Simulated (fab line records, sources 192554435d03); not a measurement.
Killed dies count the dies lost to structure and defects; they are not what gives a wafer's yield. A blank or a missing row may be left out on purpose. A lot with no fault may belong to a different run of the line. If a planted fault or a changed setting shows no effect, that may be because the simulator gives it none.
fab line records	flow n5-finfet
record: lots: 7	wafers: 39
route steps=1938 shown BEOL_M6@1194 BEOL_M7@1308 BEOL_M11@1539
start-h: hours from the record's first day to the start of the lot's first wafer shown	wait-h: hours since the lot's step before	" unchanged from the row above	L1.1+2: one row covering several wafers at once	- no value present, or no start provided	* or withheld: withheld	< > ~ a bound
route shown NAME@n: names a module that has steps shown in the file, with the first one's number in the route	usual: mean and standard deviation over wafers with no fault	same: alike in all rows	chamber/n: place in a boat	sites: the reading at each site	_std_site: the values' standard deviation	_edge_site: outer sites' mean less inner sites'	radius-mm: how far each site lies from the wafer's centre	mask NAME#n: copy n	behind: the most recent tool/chamber to have shaped the wafer	hold: why the lot was held/for how many hours/how that ended	device: transistor that didn't switch, given as n, p or np	end of line: the tests these same wafers got at the end of their route	for a step that has no rows: nothing shown but its recipe	killed: dies lost to structure and defects at the first sort, not the wafer's yield	map: per-die view of a wafer (x killed, . not killed, _ where there is no die)
set.NAME: the setting as run; set.NAME@STEP: as run at that earlier step	model.NAME: the simulator's own value behind a step, which no gauge read
one table per step and one row per wafer, for lots whose settings were changed on purpose
== steps ==
step: N5_BEOL_M6_ILD_DEP_00
recipe: material: SiCOH_lowk	target-thk-a: 1797.5	temp-c: 300	precursor: DEMS/porogen	pressure-torr: 5	rf-w: 500	time-s: 33.4
lot.wafer	tool	chamber	start-h	wait-h	set.time-s	model.SiCOH_lowk_of_BEOL_M6_ILD_DEP_00.thk-nm
L074.1	pecvd-01	1	187.60	0.0	33.4	179
L074.2	"	0	"	"	33.4	180.4
L074.3	"	2	"	"	33.4	178.6
L074.4	"	2	"	"	33.4	181
L074.5	"	0	"	"	33.4	182
L074.6	"	1	"	"	33.4	181.4
L078.1	pecvd-01	1	215.67	0.0	33.4	178.2
L078.2	"	0	"	"	33.4	179.8
L078.3	"	2	"	"	41.95	220.6
L078.4	"	1	"	"	33.4	180
L078.5	"	0	"	"	41.95	226.6
L078.6	"	2	"	"	41.95	225.2
L079.1	pecvd-01	2	217.20	0.0	33.4	179.8
L079.2	"	1	"	"	18.98	101.6
L079.3	"	0	"	"	33.4	181.4
L079.4	"	0	"	"	33.4	183.6
L079.5	"	1	"	"	18.98	105.4
L079.6	"	2	"	"	18.98	106
L082.2	pecvd-01	1	226.12	0.0	33.4	178.8
L082.3	"	2	"	"	33.4	178
L082.6	"	1	"	"	33.4	178.2
L085.1	pecvd-01	2	247.73	0.0	47.78	250.2
L085.2	"	0	"	"	47.78	252.4
L085.3	"	0	"	"	33.4	181.2
L085.4	"	2	"	"	33.4	178.6
L085.5	"	2	"	"	47.78	254
L085.6	"	0	"	"	33.4	180.6
L089.1	pecvd-04	2	274.48	0.0	51.69	276.2
L089.2	"	0	"	"	51.69	275.6
L089.3	"	1	"	"	33.4	175.6
L089.4	"	1	"	"	33.4	180
L089.5	"	0	"	"	51.69	277.8
L089.6	"	2	"	"	33.4	183.4
L090.1	pecvd-03	2	291.26	0.0	33.4	179.6
L090.2	"	0	"	"	20.81	115.2
L090.3	"	1	"	"	33.4	179
L090.4	"	0	"	"	20.81	114.8
L090.5	"	2	"	"	20.81	115.4
L090.6	"	1	"	"	33.4	183
step: N5_BEOL_M6_CURE_74
recipe: temp-c: 385	time-s: 240	ambient: He/Ar	material: SiCOH_lowk
lot.wafer	tool	chamber	start-h	wait-h	set.time-s@BEOL_M6_ILD_DEP_00	model.SiCOH_lowk_of_BEOL_M6_ILD_DEP_00.thk-nm
L074.1	uv-cure-03	2	187.67	0.0	33.4	154.4
L074.2	"	2	"	"	33.4	155.6
L074.3	"	2	"	"	33.4	154
L074.4	"	2	"	"	33.4	156
L074.5	"	2	"	"	33.4	157
L074.6	"	2	"	"	33.4	156.4
L078.1	uv-cure-03	2	216.00	0.3	33.4	153.6
L078.2	"	2	"	"	33.4	155
L078.3	"	2	"	"	41.95	190.6
L078.4	"	2	"	"	33.4	155.2
L078.5	"	2	"	"	41.95	195.8
L078.6	"	2	"	"	41.95	194.8
L079.1	uv-cure-03	1	218.23	1.0	33.4	155
L079.2	"	1	"	"	18.98	87.2
L079.3	"	1	"	"	33.4	156.4
L079.4	"	1	"	"	33.4	158.4
L079.5	"	1	"	"	18.98	90.4
L079.6	"	1	"	"	18.98	91
L082.2	uv-cure-03	2	226.75	0.6	33.4	154.2
L082.3	"	2	"	"	33.4	153.4
L082.6	"	2	"	"	33.4	153.6
L085.1	uv-cure-02	1	247.82	0.1	47.78	216.6
L085.2	"	1	"	"	47.78	218.6
L085.3	"	1	"	"	33.4	156.4
L085.4	"	1	"	"	33.4	154
L085.5	"	1	"	"	47.78	220
L085.6	"	1	"	"	33.4	155.8
L089.1	uv-cure-02	2	274.54	0.0	51.69	239.6
L089.2	"	2	"	"	51.69	239
L089.3	"	2	"	"	33.4	151.4
L089.4	"	2	"	"	33.4	155.2
L089.5	"	2	"	"	51.69	241
L089.6	"	2	"	"	33.4	158.2
L090.1	uv-cure-03	1	291.82	0.5	33.4	154.8
L090.2	"	1	"	"	20.81	98.8
L090.3	"	1	"	"	33.4	154.4
L090.4	"	1	"	"	20.81	98.6
L090.5	"	1	"	"	20.81	99
L090.6	"	1	"	"	33.4	157.8
step: N5_BEOL_M6_THK_MEAS_01
recipe: reads: SiCOH_lowk_of_BEOL_M6_ILD_DEP_00
usual: M6_ILD_THK: 155.3/1.8
lot.wafer	tool	chamber	start-h	wait-h	set.time-s@BEOL_M6_ILD_DEP_00	M6_ILD_THK[nm]
L074.1	film-metro-01	-	188.19	0.4	33.4	154.3
L074.2	"	-	"	"	33.4	155.5
L074.3	"	-	"	"	33.4	154.0
L074.4	"	-	"	"	33.4	156.0
L074.5	"	-	"	"	33.4	157.0
L074.6	"	-	"	"	33.4	156.2
L078.1	film-metro-01	-	216.52	0.4	33.4	153.6
L078.2	"	-	"	"	33.4	155.1
L078.3	"	-	"	"	41.95	190.7
L078.4	"	-	"	"	33.4	155.2
L078.5	"	-	"	"	41.95	195.9
L078.6	"	-	"	"	41.95	194.7
L079.1	film-metro-02	-	218.74	0.4	33.4	154.9
L079.2	"	-	"	"	18.98	87.3
L079.3	"	-	"	"	33.4	156.5
L079.4	"	-	"	"	33.4	158.3
L079.5	"	-	"	"	18.98	90.5
L079.6	"	-	"	"	18.98	91.1
L082.2	film-metro-02	-	227.18	0.4	33.4	154.2
L082.3	"	-	"	"	33.4	153.5
L082.6	"	-	"	"	33.4	153.5
L085.1	film-metro-02	-	248.33	0.4	47.78	216.6
L085.2	"	-	"	"	47.78	218.7
L085.3	"	-	"	"	33.4	156.3
L085.4	"	-	"	"	33.4	153.9
L085.5	"	-	"	"	47.78	220.0
L085.6	"	-	"	"	33.4	155.7
L089.1	film-metro-02	-	275.54	0.8	51.69	239.3
L089.2	"	-	"	"	51.69	238.9
L089.3	"	-	"	"	33.4	151.6
L089.4	"	-	"	"	33.4	155.1
L089.5	"	-	"	"	51.69	241.1
L089.6	"	-	"	"	33.4	158.2
L090.1	film-metro-01	-	293.77	1.6	33.4	154.9
L090.2	"	-	"	"	20.81	98.9
L090.3	"	-	"	"	33.4	154.3
L090.4	"	-	"	"	20.81	98.6
L090.5	"	-	"	"	20.81	99.1
L090.6	"	-	"	"	33.4	157.9
step: N5_BEOL_M7_TRENCH_ETCH_37
recipe: chemistry: C4F6/O2	target-depth-a: 934.78	target: SiCOH_lowk	time-s: 31.2	ion-energy-ev: 250	pressure-mtorr: 30	source-w: 345	bias-w: 185	Ar_flow_sccm: 300	C4F6_flow_sccm: 10	O2_flow_sccm: 10
lot.wafer	tool	chamber	start-h	wait-h	set.time-s	model.etch.depth-nm	model.BEOL_M7.feature-depth-nm	model.TiN_of_BEOL_M7_HM_DEP_02.thk-nm
L074.1	rie-diel-03	2	-	-	46.83	141	141	16
L074.2	"	1	"	"	31.2	91.78	91.8	17.2
L074.3	"	3	"	"	31.2	96.38	96.4	17.2
L074.4	"	0	"	"	31.2	91.59	91.6	17
L074.5	"	0	"	"	46.83	138.6	138.6	15.8
L074.6	"	1	"	"	46.83	138.8	138.8	15.8
L078.1	rie-diel-03	2	-	-	42.31	125.9	125.8	16.4
L078.2	"	0	"	"	31.2	92.15	92.2	17.4
L078.3	"	3	"	"	42.31	129.4	129.4	16
L078.4	"	1	"	"	31.2	91.77	91.8	17.6
L078.5	"	3	"	"	42.31	128.9	129	16.2
L078.6	"	0	"	"	31.2	91.87	91.8	17.4
L079.1	rie-diel-03	3	-	-	22.19	68.31	68.4	17.8
L079.2	"	2	"	"	31.2	93.59	93.6	17
L079.3	"	0	"	"	31.2	92.08	92	17.2
L079.4	"	1	"	"	22.19	64.95	65	18
L079.5	"	2	"	"	22.19	65.98	66	18
L079.6	"	3	"	"	31.2	95.97	96	16.8
L082.2	rie-diel-02	3	-	-	31.2	91.47	91.4	17.2
L082.3	"	2	"	"	31.2	94.71	94.8	17.2
L082.6	"	1	"	"	31.2	92.95	93	17.4
L085.1	rie-diel-03	0	-	-	31.2	93.58	93.6	17.2
L085.2	"	2	"	"	36.3	108.7	108.8	16.6
L085.3	"	3	"	"	36.3	111.4	111.4	16.6
L085.4	"	1	"	"	31.2	91.84	91.8	17
L085.5	"	2	"	"	31.2	93.18	93.2	17
L085.6	"	3	"	"	36.3	111.8	111.8	16.6
L089.1	rie-diel-02	3	-	-	31.2	90.88	90.8	17.4
L089.2	"	1	"	"	14.95	44.25	44.2	19
L089.3	"	0	"	"	31.2	94.88	94.8	17.2
L089.4	"	2	"	"	14.95	45.22	45.2	18.6
L089.5	"	2	"	"	31.2	94.3	94.2	17
L089.6	"	3	"	"	14.95	44.17	44.2	18.6
L090.1	rie-diel-01	3	-	-	31.2	94.16	94.2	17.4
L090.2	"	2	"	"	31.2	92.36	92.4	16.8
L090.3	"	0	"	"	31.2	93.02	93	17.4
L090.4	"	1	"	"	31.2	94.38	94.4	17.4
L090.5	"	0	"	"	31.2	92.53	92.6	17.4
L090.6	"	1	"	"	31.2	94.92	95	17.2
step: N5_BEOL_M7_ETCH_41
recipe: chemistry: CH3F/O2	target: SiCN	target-depth-a: 319	taper-deg: 2	time-s: 57.8	ion-energy-ev: 120	mask-material: TiN	pressure-mtorr: 30	source-w: 395	bias-w: 75	Ar_flow_sccm: 150	CH3F_flow_sccm: 30	O2_flow_sccm: 20
step: N5_BEOL_M7_STRIP_80
recipe: chemistry: N2/H2	time-s: 10	power-w: 450	temp-c: 40	pressure-mtorr: 20	rf-frequency-hz: 6e+07	bias-power-w: 7	n2-flow-sccm: 200	h2-flow-sccm: 200
step: N5_BEOL_M7_OCD_MEAS_38
usual: trench-depth-nm: 93.6/1.5
lot.wafer	tool	chamber	start-h	wait-h	set.time-s@BEOL_M7_TRENCH_ETCH_37	trench-depth-nm
L074.1	ocd-02	-	203.80	-	46.83	140.8
L074.2	"	-	"	"	31.2	91.9
L074.3	"	-	"	"	31.2	96.6
L074.4	"	-	"	"	31.2	92.1
L074.5	"	-	"	"	46.83	137.8
L074.6	"	-	"	"	46.83	138.4
L078.1	ocd-01	-	229.13	-	42.31	125.7
L078.2	"	-	"	"	31.2	92.2
L078.3	"	-	"	"	42.31	129.0
L078.4	"	-	"	"	31.2	91.5
L078.5	"	-	"	"	42.31	128.9
L078.6	"	-	"	"	31.2	91.8
L079.1	ocd-01	-	236.32	-	22.19	68.3
L079.2	"	-	"	"	31.2	93.2
L079.3	"	-	"	"	31.2	92.3
L079.4	"	-	"	"	22.19	64.9
L079.5	"	-	"	"	22.19	65.7
L079.6	"	-	"	"	31.2	95.8
L082.2	ocd-02	-	244.61	-	31.2	91.6
L082.3	"	-	"	"	31.2	94.0
L082.6	"	-	"	"	31.2	93.3
L085.1	ocd-01	-	259.12	-	31.2	93.2
L085.2	"	-	"	"	36.3	108.5
L085.3	"	-	"	"	36.3	111.6
L085.4	"	-	"	"	31.2	91.9
L085.5	"	-	"	"	31.2	93.9
L085.6	"	-	"	"	36.3	112.6
L089.1	ocd-01	-	293.48	-	31.2	90.8
L089.2	"	-	"	"	14.95	44.3
L089.3	"	-	"	"	31.2	94.9
L089.4	"	-	"	"	14.95	45.3
L089.5	"	-	"	"	31.2	94.5
L089.6	"	-	"	"	14.95	44.7
L090.1	ocd-02	-	307.09	-	31.2	93.4
L090.2	"	-	"	"	31.2	92.1
L090.3	"	-	"	"	31.2	93.0
L090.4	"	-	"	"	31.2	94.3
L090.5	"	-	"	"	31.2	92.0
L090.6	"	-	"	"	31.2	94.7
step: N5_BEOL_M7_HM_STRIP_39
recipe: chemistry: peroxide-tin-strip	material: TiN	target-depth-a: 250	temp-c: 50	time-s: 158
step: N5_BEOL_M7_SRD_40
recipe: time-s: 30	temp-c: 23	rinse-liquid: diw	dry: ipa-marangoni
step: N5_BEOL_M7_ECD_50
recipe: material: Cu	target-thk-a: 3000
step: N5_BEOL_M7_ANNEAL_51
recipe: temp-c: 225	time-s: 90	ambient: N2
step: N5_BEOL_M7_CMP_52
recipe: stop-on: SiCOH_lowk	t-overpolish-s: 6.9	down-force-psi: 1	platen-rpm: 50	clearing-platen-down-force-psi: 1.5	clearing-platen-rpm: 50	post-cmp-clean: cu-alkaline	target-thk-nm: 80	clearing-platen-pad-velocity-m-s: 0.99484	pad-velocity-m-s: 0.99484
lot.wafer	tool	chamber	start-h	wait-h	set.time-s@BEOL_M7_TRENCH_ETCH_37	model.Cu_of_BEOL_M7_ECD_50.thk-nm
L074.4	cmp-04	3	206.19	0.3	31.2	78
L074.3	"	0	"	"	31.2	83
L074.1	"	1	"	"	46.83	128
L074.2	"	2	"	"	31.2	78.2
L074.5	"	3	"	"	46.83	124.8
L074.6	"	0	"	"	46.83	125
L078.4+6	cmp-04	3,0	232.41	1.3	31.2	77
L078.3+5	"	0,3	"	"	42.31	114.4
L078.2	"	1	"	"	31.2	77.6
L078.1	"	2	"	"	42.31	110
L079.4	cmp-03	3	239.89	0.1	22.19	50.8
L079.2	"	0	"	"	31.2	79.6
L079.3	"	1	"	"	31.2	78.4
L079.1	"	2	"	"	22.19	54.4
L079.6	"	3	"	"	31.2	81.4
L079.5	"	0	"	"	22.19	52
L082.2	cmp-02	3	247.87	0.2	31.2	78.4
L082.3	"	0	"	"	31.2	80.2
L082.6	"	3	"	"	31.2	80.6
L085.2	cmp-02	0	260.74	0.2	36.3	93.4
L085.3	"	1	"	"	36.3	97.6
L085.1	"	2	"	"	31.2	80.6
L085.4	"	3	"	"	31.2	79.8
L085.5	"	0	"	"	31.2	78.4
L085.6	"	1	"	"	36.3	96.4
L089.3	cmp-03	3	298.69	0.2	31.2	80.8
L089.2	"	0	"	"	14.95	30.8
L089.1	"	1	"	"	31.2	77
L089.4	"	2	"	"	14.95	30
L089.5	"	3	"	"	31.2	81.6
L089.6	"	0	"	"	14.95	31.2
L090.2	cmp-04	3	309.86	0.2	31.2	78.8
L090.1	"	0	"	"	31.2	81
L090.4	"	1	"	"	31.2	80.6
L090.3+5	"	2,0	"	"	31.2	77.8
L090.6	"	3	"	"	31.2	80.8
step: N5_BEOL_M7_THK_MEAS_53
recipe: thk-meas-gauge: xrf	reads: Cu_of_BEOL_M7_ECD_50
usual: M7_THK: 79.8/1.7
lot.wafer	tool	chamber	start-h	wait-h	set.time-s@BEOL_M7_TRENCH_ETCH_37	M7_THK[nm]
L074.1	film-metro-02	-	206.49	-	46.83	129.5
L074.2	"	-	"	"	31.2	78.9
L074.3	"	-	"	"	31.2	83.4
L074.4	"	-	"	"	31.2	78.6
L074.5	"	-	"	"	46.83	126.0
L074.6	"	-	"	"	46.83	126.4
L078.1	film-metro-02	-	232.71	-	42.31	109.8
L078.2	"	-	"	"	31.2	77.5
L078.3	"	-	"	"	42.31	114.1
L078.4	"	-	"	"	31.2	77.2
L078.5	"	-	"	"	42.31	114.8
L078.6	"	-	"	"	31.2	77.0
L079.1	film-metro-01	-	240.18	-	22.19	54.7
L079.2	"	-	"	"	31.2	79.9
L079.3	"	-	"	"	31.2	78.9
L079.4	"	-	"	"	22.19	51.1
L079.5	"	-	"	"	22.19	52.1
L079.6	"	-	"	"	31.2	81.7
L082.2	film-metro-02	-	248.17	-	31.2	77.8
L082.3	"	-	"	"	31.2	79.4
L082.6	"	-	"	"	31.2	80.1
L085.1	film-metro-01	-	261.04	-	31.2	80.7
L085.2	"	-	"	"	36.3	93.3
L085.3	"	-	"	"	36.3	97.4
L085.4	"	-	"	"	31.2	79.7
L085.5	"	-	"	"	31.2	78.2
L085.6	"	-	"	"	36.3	96.1
L089.1	film-metro-02	-	298.99	-	31.2	76.4
L089.2	"	-	"	"	14.95	30.4
L089.3	"	-	"	"	31.2	79.8
L089.4	"	-	"	"	14.95	29.7
L089.5	"	-	"	"	31.2	80.7
L089.6	"	-	"	"	14.95	30.9
L090.1	film-metro-01	-	310.15	-	31.2	81.2
L090.2	"	-	"	"	31.2	79.1
L090.3	"	-	"	"	31.2	78.0
L090.4	"	-	"	"	31.2	81.0
L090.5	"	-	"	"	31.2	77.8
L090.6	"	-	"	"	31.2	81.2
step: N5_BEOL_M7_PRE_CLEAN_55
recipe: gas: NH3	time-s: 15	temp-c: withheld	rf-power-w: 300
step: N5_BEOL_M7_DEP_56
recipe: material: SiCN	target-thk-a: 100	temp-c: withheld	precursor: 3MS/NH3	pressure-torr: 3	rf-w: 202	time-s: 17.5
step: N5_BEOL_M7_RS_MEAS_57
recipe: thk-meas-gauge: four-point-probe	reads: Cu_of_BEOL_M7_ECD_50+Co_of_BEOL_M7_CVD_78+TaN_of_BEOL_M7_ALD_77
usual: M7_RS: 0.287/0.0076
lot.wafer	tool	chamber	start-h	wait-h	set.time-s@BEOL_M7_TRENCH_ETCH_37	M7_RS[ohm/sq]
L074.1	film-metro-02	-	206.62	0.1	46.83	0.167
L074.2	"	-	"	"	31.2	0.295
L074.3	"	-	"	"	31.2	0.274
L074.4	"	-	"	"	31.2	0.294
L074.5	"	-	"	"	46.83	0.172
L074.6	"	-	"	"	46.83	0.172
L078.1	film-metro-01	-	232.87	0.1	42.31	0.199
L078.2	"	-	"	"	31.2	0.297
L078.3	"	-	"	"	42.31	0.190
L078.4	"	-	"	"	31.2	0.299
L078.5	"	-	"	"	42.31	0.190
L078.6	"	-	"	"	31.2	0.299
L079.1	film-metro-01	-	240.31	0.1	22.19	0.455
L079.2	"	-	"	"	31.2	0.288
L079.3	"	-	"	"	31.2	0.294
L079.4	"	-	"	"	22.19	0.495
L079.5	"	-	"	"	22.19	0.482
L079.6	"	-	"	"	31.2	0.281
L082.2	film-metro-01	-	248.30	0.1	31.2	0.294
L082.3	"	-	"	"	31.2	0.285
L082.6	"	-	"	"	31.2	0.284
L085.1	film-metro-01	-	261.17	0.1	31.2	0.283
L085.2	"	-	"	"	36.3	0.239
L085.3	"	-	"	"	36.3	0.228
L085.4	"	-	"	"	31.2	0.287
L085.5	"	-	"	"	31.2	0.293
L085.6	"	-	"	"	36.3	0.230
L089.1	film-metro-01	-	299.12	0.1	31.2	0.298
L089.2	"	-	"	"	14.95	0.950
L089.3	"	-	"	"	31.2	0.282
L089.4	"	-	"	"	14.95	0.982
L089.5	"	-	"	"	31.2	0.280
L089.6	"	-	"	"	14.95	0.930
L090.1	film-metro-02	-	310.28	0.1	31.2	0.282
L090.2	"	-	"	"	31.2	0.291
L090.3	"	-	"	"	31.2	0.296
L090.4	"	-	"	"	31.2	0.284
L090.5	"	-	"	"	31.2	0.296
L090.6	"	-	"	"	31.2	0.283
step: N5_BEOL_M11_PECVD_70
recipe: material: SiO2	target-thk-a: 200	temp-c: 400	precursor: TEOS/O2	pressure-torr: 5.5	rf-w: 450	teos-flow-sccm: 53.8	gas: O2	flow-sccm: 3000	time-s: 22.7
lot.wafer	tool	chamber	start-h	wait-h	set.time-s	model.SiO2_of_BEOL_M11_PECVD_70.thk-nm
L074.1	pecvd-04	0	241.62	0.0	32.67	28.6
L074.2	"	2	"	"	22.7	20
L074.3	"	1	"	"	22.7	20.4
L074.4	"	0	"	"	32.67	28.8
L074.5	"	1	"	"	32.67	29
L074.6	"	2	"	"	22.7	20.6
L078.1	pecvd-04	2	259.10	0.0	29.22	25.6
L078.2	"	1	"	"	22.7	20
L078.3	"	0	"	"	22.7	19.8
L078.4	"	2	"	"	22.7	20.2
L078.5	"	0	"	"	29.22	26
L078.6	"	1	"	"	29.22	25.8
L079.1+3+4	pecvd-01	1,0,1	259.33	0.0	22.7	19.8
L079.2	"	2	"	"	22.7	19.6
L079.5+6	"	0,2	"	"	22.7	20
L082.2	pecvd-02	0	272.31	0.0	22.7	20.4
L082.3	"	1	"	"	22.7	19.6
L082.6	"	1	"	"	22.7	19.8
L085.1	pecvd-04	0	294.47	0.0	12.43	11
L085.2+4	"	1	"	"	12.43	11.4
L085.3	"	2	"	"	22.7	19.8
L085.5+6	"	2,0	"	"	22.7	20
L089.1	pecvd-02	2	322.47	0.0	22.7	19.8
L089.2	"	1	"	"	22.7	19.4
L089.3	"	0	"	"	22.7	20
L089.4	"	0	"	"	9.166	8.6
L089.5	"	2	"	"	9.166	8.4
L089.6	"	1	"	"	9.166	8.2
L090.1+2	pecvd-04	1,0	335.05	0.0	32.3	28
L090.3	"	2	"	"	22.7	20
L090.4	"	2	"	"	32.3	28.6
L090.5	"	0	"	"	22.7	20.2
L090.6	"	1	"	"	22.7	20.4
step: N5_BEOL_M11_HM_DEP_02
recipe: material: TiN	target-thk-a: 200	temp-c: 25	chamber-pressure-pa: 0.49996
step: N5_BEOL_M11_COAT_59
recipe: resist: SOC	temp-c: 250	time-s: 60	spin-rpm: 1500	resist-thk-nm: 100
step: N5_BEOL_M11_ECD_50
recipe: material: Cu	target-thk-a: 3180
step: N5_BEOL_M11_ANNEAL_51
recipe: temp-c: 225	time-s: 90	ambient: N2
step: N5_BEOL_M11_CMP_52
recipe: stop-on: SiCOH_lowk	t-overpolish-s: 7	down-force-psi: 1	platen-rpm: 50	clearing-platen-down-force-psi: 1.5	clearing-platen-rpm: 50	post-cmp-clean: cu-alkaline	target-thk-nm: 140	clearing-platen-pad-velocity-m-s: 0.99484	pad-velocity-m-s: 0.99484
usual: barrier-field-endpoint-s: 29.0/0.63
lot.wafer	tool	chamber	start-h	wait-h	set.time-s@BEOL_M11_PECVD_70	barrier-field-endpoint-s
L074.2	cmp-04	0	249.17	0.4	22.7	29.2
L074.3	"	1	"	"	22.7	29.2
L074.4	"	2	"	"	32.67	39.1
L074.1	"	3	"	"	32.67	39.5
L074.5	"	0	"	"	32.67	39.7
L074.6	"	1	"	"	22.7	29.8
L078.2	cmp-03	3	265.07	0.2	22.7	29.0
L078.4	"	0	"	"	22.7	30.1
L078.1	"	1	"	"	29.22	35.4
L078.3	"	2	"	"	22.7	28.3
L078.5	"	3	"	"	29.22	35.8
L078.6	"	0	"	"	29.22	35.7
L079.3	cmp-03	3	265.55	0.2	22.7	29.9
L079.2	"	0	"	"	22.7	28.9
L079.4	"	1	"	"	22.7	28.6
L079.1	"	2	"	"	22.7	30.3
L079.6	"	3	"	"	22.7	30.2
L079.5	"	0	"	"	22.7	29.8
L082.3	cmp-03	0	283.80	0.2	22.7	29.2
L082.2	"	2	"	"	22.7	28.8
L082.6	"	1	"	"	22.7	28.7
L085.2	cmp-03	3	302.39	0.2	12.43	18.3
L085.4	"	0	"	"	12.43	18.3
L085.3	"	1	"	"	22.7	28.4
L085.1	"	2	"	"	12.43	18.1
L085.5	"	3	"	"	22.7	28.7
L085.6	"	0	"	"	22.7	28.8
L089.2	cmp-03	2	332.76	0.5	22.7	27.9
L089.1	"	3	"	"	22.7	29.1
L089.4	"	0	"	"	9.166	14.9
L089.3	"	1	"	"	22.7	29.8
L089.5	"	2	"	"	9.166	14.6
L089.6	"	3	"	"	9.166	14.8
L090.3	cmp-03	1	342.21	0.3	22.7	29.1
L090.4	"	2	"	"	32.3	39.6
L090.1	"	3	"	"	32.3	38.6
L090.2	"	0	"	"	32.3	39.7
L090.6	"	1	"	"	22.7	29.7
L090.5	"	2	"	"	22.7	28.8
== key ==
split: step: N5_BEOL_M6_ILD_DEP_00	setting: time-s	stated: 33.4	by: wafer
response: step: N5_BEOL_M6_ILD_DEP_00	reading: model.SiCOH_lowk_of_BEOL_M6_ILD_DEP_00.thk-nm	change: +1.75	per: 1%	r: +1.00
response: step: N5_BEOL_M6_CURE_74	reading: model.SiCOH_lowk_of_BEOL_M6_ILD_DEP_00.thk-nm	change: +1.52	per: 1%	r: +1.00
response: step: N5_BEOL_M6_THK_MEAS_01	reading: M6_ILD_THK	change: +1.52	per: 1%	r: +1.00
split: step: N5_BEOL_M7_TRENCH_ETCH_37	setting: time-s	stated: 31.2	by: wafer
response: step: N5_BEOL_M7_TRENCH_ETCH_37	reading: model.etch.depth-nm	change: +0.952	per: 1%	r: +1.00
response: step: N5_BEOL_M7_TRENCH_ETCH_37	reading: model.BEOL_M7.feature-depth-nm	change: +0.951	per: 1%	r: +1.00
response: step: N5_BEOL_M7_TRENCH_ETCH_37	reading: model.TiN_of_BEOL_M7_HM_DEP_02.thk-nm	change: -0.0294	per: 1%	r: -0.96
response: step: N5_BEOL_M7_OCD_MEAS_38	reading: trench-depth-nm	change: +0.946	per: 1%	r: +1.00
response: step: N5_BEOL_M7_CMP_52	reading: model.Cu_of_BEOL_M7_ECD_50.thk-nm	change: +0.949	per: 1%	r: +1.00
response: step: N5_BEOL_M7_THK_MEAS_53	reading: M7_THK	change: +0.95	per: 1%	r: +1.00
response: step: N5_BEOL_M7_RS_MEAS_57	reading: M7_RS	shape: bent	at-lowest: 0.954	at-stated: 0.289	at-highest: 0.170
split: step: N5_BEOL_M11_PECVD_70	setting: time-s	stated: 22.7	by: wafer
response: step: N5_BEOL_M11_PECVD_70	reading: model.SiO2_of_BEOL_M11_PECVD_70.thk-nm	change: +0.192	per: 1%	r: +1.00
response: step: N5_BEOL_M11_CMP_52	reading: barrier-field-endpoint-s	change: +0.233	per: 1%	r: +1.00
